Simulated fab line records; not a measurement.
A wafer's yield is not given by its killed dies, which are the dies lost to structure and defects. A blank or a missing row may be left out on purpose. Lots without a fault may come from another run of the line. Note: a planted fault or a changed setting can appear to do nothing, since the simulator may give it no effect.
Matching of chambers    flow n5-finfet    N5_BEOL_M0_SAQP_PECVD_04 on pecvd-03: 3 sister chambers
The step deposits a-Si from SiH4/He, target thk 60 nm, time 60.2 s. 6 wafers are shown with their chamber, then 10 later ones without.

== WAFERS WITH THEIR CHAMBER ==
wafer   chamber  showerhead-plenum-p-Torr (Torr)  throttle-valve-pct (%)
L085.5  2        5.58                             17.6
L089.4  2        5.58                             17.4
L089.5  1        5.71                             19.0
L089.6  0        5.76                             18.3
L088.2  0        5.75                             18.0
L088.5  1        5.70                             19.3

== WAFERS WHOSE CHAMBER IS MISSING ==
wafer   showerhead-plenum-p-Torr (Torr)  throttle-valve-pct (%)
L088.6  5.56                             17.6
L092.3  5.70                             18.9
L092.5  5.56                             17.3
L092.6  5.77                             17.9
L093.2  5.71                             19.3
L093.5  5.57                             17.5
L093.6  5.69                             19.4
L096.2  5.58                             17.4
L096.4  5.57                             17.5
L096.6  5.76                             17.8

== EACH ONE'S CHAMBER ==
wafer   from the rows above  in truth
L088.6  2                    2
L092.3  1                    1
L092.5  2                    2
L092.6  0                    0
L093.2  1                    1
L093.5  2                    2
L093.6  1                    1
L096.2  2                    2
L096.4  2                    2
L096.6  0                    0
Correct placement for 10 of the 10. From these rows, 0 cannot be placed. Wrongly placed: 0.
How it was worked out, from the rows above alone: a wafer's distance from a chamber is the root of the sum, over the readings, of the square of ((its reading less the chamber's mean) divided by the reading's scatter). The wafer belongs to the nearest chamber; if the next one is less than 2 further off, it can't be placed. The mean given for a chamber averages the wafers shown for that chamber. How the scatter is found: for the shown wafers, subtract from each reading the mean of its chamber, square and add these, divide the total by (wafers less chambers), then take the root.
